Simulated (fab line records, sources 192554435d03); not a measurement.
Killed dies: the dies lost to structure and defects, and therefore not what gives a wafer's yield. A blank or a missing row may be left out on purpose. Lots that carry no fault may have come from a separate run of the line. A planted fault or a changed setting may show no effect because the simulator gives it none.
Matching of chambers ; flow n5 finfet ; N5_DUMMY_GATE_ALD_02 on ald sin-04 has 4 sister chambers
The step deposits SiO2, target thk 2 nm, pulse time 1 s. 8 wafers are shown with their chamber, then 8 later ones without.

== EACH WAFER AND ITS CHAMBER ==
wafer;chamber;heater power w (W);precursor pulse height rel
L305.5;2;440;0.975
L313.2;2;435;0.990
L315.4;3;470;0.988
L315.6;1;462;1.033
L316.2;0;385;0.999
L316.4;3;466;1.011
L316.5;1;454;0.996
L317.1;0;390;0.994

== WAFERS WITHOUT THEIR CHAMBER ==
wafer;heater power w (W);precursor pulse height rel
L317.2;432;0.987
L317.6;400;1.021
L326.1;373;0.990
L326.4;469;1.007
L326.5;385;0.993
L328.2;474;0.988
L328.3;386;1.012
L328.6;381;0.985

== THE CHAMBER EACH PASSED THROUGH ==
wafer;from the rows above;in truth
L317.2;2;2
L317.6;0;0
L326.1;0;0
L326.4;3;3
L326.5;0;0
L328.2;3;3
L328.3;0;0
L328.6;0;0
8 of 8 placed correctly. Not placeable from these rows: 0. Wrongly placed: 0.
How it was worked out, from the rows above alone: a wafer's distance from a chamber is the root of the sum, over the readings, of the square of ((its reading less the chamber's mean) divided by the reading's scatter). The wafer belongs to the nearest chamber; if the next one is less than 2 further off, it can't be placed. The mean given for a chamber averages the wafers shown for that chamber. How the scatter is found: for the shown wafers, subtract from each reading the mean of its chamber, square and add these, divide the total by (wafers less chambers), then take the root.
